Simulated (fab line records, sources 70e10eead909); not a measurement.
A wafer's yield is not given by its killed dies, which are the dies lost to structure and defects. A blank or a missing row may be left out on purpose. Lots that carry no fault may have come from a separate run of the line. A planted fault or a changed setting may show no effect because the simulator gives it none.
Chamber matching    flow nandHarc    4 sister chambers for NHARC_A_CHANNEL_FILL_D2_ETCHBACK_20 on rieDiel-07
The step etches the open film in C4F8/O2/Ar, target depth 27 nm, time 13.5 s. 8 wafers are shown with their chamber, then 11 later ones without.

WAFERS WITH THEIR CHAMBER
wafer   chamber  rfVppV (V)  oesProductAu (a.u.)
L082.5  2        987         0.958
L084.6  2        989         1.001
L087.2  3        978         1.002
L087.5  3        978         1.006
L089.3  1        977         1.016
L089.4  1        978         1.011
L089.5  0        975         1.025
L090.1  0        973         1.006

WAFERS WITHOUT THEIR CHAMBER
wafer   rfVppV (V)  oesProductAu (a.u.)
L090.3  976         1.003
L090.6  980         0.981
L093.3  976         0.990
L093.5  979         0.992
L093.6  988         1.006
L096.1  978         0.967
L096.5  979         0.959
L096.6  974         0.998
L097.1  977         1.001
L097.4  979         0.998
L097.5  979         0.999

THE CHAMBER EACH PASSED THROUGH
wafer   from the rows above           in truth
L090.3  can't be placed: 1 or 3 or 0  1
L090.6  can't be placed: 3 or 1       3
L093.3  can't be placed: 1 or 3 or 0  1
L093.5  can't be placed: 3 or 1       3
L093.6  2                             2
L096.1  can't be placed: 3 or 1       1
L096.5  can't be placed: 3 or 1       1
L096.6  0                             0
L097.1  can't be placed: 1 or 3       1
L097.4  can't be placed: 3 or 1       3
L097.5  can't be placed: 3 or 1       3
Placed correctly: 2 of 11. Unplaceable from these rows: 9, with the true chamber sitting among the candidates in 9. 0 placed wrongly.
How it was worked out, from the rows above alone: a wafer's distance from a chamber is the root of the sum, over the readings, of the square of ((its reading less the chamber's mean) divided by the reading's scatter). If the next closest chamber is less than 2 further off than the closest, the wafer can't be placed; otherwise it belongs to the closest. For every chamber, the mean is computed from those of its wafers that are shown. The scatter: the root of (the sum of the squares of (reading less its chamber's mean) over the shown wafers, divided by (wafers less chambers)).
